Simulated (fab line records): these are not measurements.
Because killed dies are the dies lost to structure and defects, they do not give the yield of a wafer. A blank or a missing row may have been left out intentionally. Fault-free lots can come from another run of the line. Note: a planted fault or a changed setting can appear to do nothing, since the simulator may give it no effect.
Lot-split experiment | flow n5 finfet | route with 1938 steps; 7 lots, 39 wafers read

ABOUT THE SPLIT
At N5_BEOL_M5_DEP_56 (deposits SiCN from 3MS/NH3, target thk 8 nm, time 14 s), the setting target thk a was moved away from the recipe's 80 angstrom on 12 of the 39 wafers read, by -46.9% to +41.5%. For the rest of the wafers, this setting stayed at what the recipe calls for.

Reading taken at the split's own step.

THE READING
SiCN_of_BEOL_M5_DEP_56.thk nm (the simulator's own value, which no gauge read), in nm, at N5_BEOL_M5_DEP_56 (deposits SiCN from 3MS/NH3, target thk 8 nm, time 14 s). The file gives no usual value for it. The 27 wafers here that ran the recipe average 7.9 nm, standard deviation 0.16 nm.

wafer  | tool, chamber at the split | target thk a as run, angstrom | against the recipe | SiCN_of_BEOL_M5_DEP_56.thk nm, nm | against lot-mates on the recipe
L077.1 | pecvd-03, 0                | 80                            | recipe             | 7.8                               | -
L077.2 | pecvd-03, 2,1              | 99.04                         | +23.8%             | 9.8                               | +1.8
L077.3 | pecvd-03, 2,1              | 99.04                         | +23.8%             | 9.8                               | +1.8
L077.4 | pecvd-03, 1                | 99.04                         | +23.8%             | 10                                | +2.0
L077.5 | pecvd-03, 2                | 80                            | recipe             | 8.2                               | -
L077.6 | pecvd-03, 0                | 80                            | recipe             | 8                                 | -
L078.1 | pecvd-01, 1                | 80                            | recipe             | 7.8                               | -
L078.2 | pecvd-01, 2,0              | 80                            | recipe             | 8                                 | -
L078.5 | pecvd-01, 2,0              | 80                            | recipe             | 8                                 | -
L078.3 | pecvd-01, 0                | 42.45                         | -46.9%             | 4                                 | -3.9
L078.4 | pecvd-01, 1,2              | 42.45                         | -46.9%             | 4.2                               | -3.7
L078.6 | pecvd-01, 1,2              | 42.45                         | -46.9%             | 4.2                               | -3.7
L085.1 | pecvd-02, 1,2              | 80                            | recipe             | 7.8                               | -
L085.5 | pecvd-02, 1,2              | 80                            | recipe             | 7.8                               | -
L085.2 | pecvd-02, 2,0              | 111.9                         | +39.9%             | 11                                | +3.1
L085.3 | pecvd-02, 2,0              | 111.9                         | +39.9%             | 11                                | +3.1
L085.4 | pecvd-02, 1                | 80                            | recipe             | 8                                 | -
L085.6 | pecvd-02, 0                | 111.9                         | +39.9%             | 11.4                              | +3.5
L092.1 | pecvd-02, 1,0,2            | 80                            | recipe             | 7.8                               | -
L092.2 | pecvd-02, 1,0,2            | 80                            | recipe             | 7.8                               | -
L092.4 | pecvd-02, 1,0,2            | 80                            | recipe             | 7.8                               | -
L092.3 | pecvd-02, 2                | 80                            | recipe             | 7.6                               | -
L092.5 | pecvd-02, 1,0              | 80                            | recipe             | 8                                 | -
L092.6 | pecvd-02, 1,0              | 80                            | recipe             | 8                                 | -
L093.3 | pecvd-01, 0                | 80                            | recipe             | 7.6                               | -
L093.4 | pecvd-01, 1                | 80                            | recipe             | 8.2                               | -
L093.5 | pecvd-01, 2                | 80                            | recipe             | 8                                 | -
L096.1 | pecvd-01, 0                | 80                            | recipe             | 7.6                               | -
L096.2 | pecvd-01, 1,2              | 80                            | recipe             | 7.8                               | -
L096.3 | pecvd-01, 1,2              | 80                            | recipe             | 7.8                               | -
L096.4 | pecvd-01, 0,2,1            | 80                            | recipe             | 8                                 | -
L096.5 | pecvd-01, 0,2,1            | 80                            | recipe             | 8                                 | -
L096.6 | pecvd-01, 0,2,1            | 80                            | recipe             | 8                                 | -
L086.1 | pecvd-02, 0,2              | 113.2                         | +41.5%             | 11.2                              | +3.3
L086.2 | pecvd-02, 0,2              | 113.2                         | +41.5%             | 11.2                              | +3.3
L086.3 | pecvd-02, 1,2              | 80                            | recipe             | 7.8                               | -
L086.6 | pecvd-02, 1,2              | 80                            | recipe             | 7.8                               | -
L086.4 | pecvd-02, 1                | 113.2                         | +41.5%             | 11.4                              | +3.5
L086.5 | pecvd-02, 0                | 80                            | recipe             | 8                                 | -
If several chambers appear in one row, that row covers several wafers at once and the file leaves open which wafer was in which chamber.

THE FIT
A straight line over all 39 wafers: SiCN_of_BEOL_M5_DEP_56.thk nm changes by +0.0809 nm for each +1% of target thk a; r = +1.00; the points scatter about the line by 0.15 nm.
The same after taking each lot's own level away (the mean of its wafers on the recipe; 39 wafers): +0.0812 nm for each +1%; r = +1.00; scatter 0.15 nm.
The reading moves by 3.8 nm for the largest change in target thk a, on that fit.
Measured against the standard deviation above, the lots' own levels, which go from 7.83 to 8.00 nm, span 1.1 times it.
The two slopes are in agreement: the lot-to-lot level therefore moves the slope only a little.
Check: with one of the wafers moved furthest among these (-46.9%) left out of the fit, the line predicts -3.79 nm for it against its lot-mates. Against them it came out at -3.93 nm.

FILE'S OWN FIT
SiCN_of_BEOL_M5_DEP_56.thk nm changes by +0.0812 nm for each +1% of target thk a, r = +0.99.
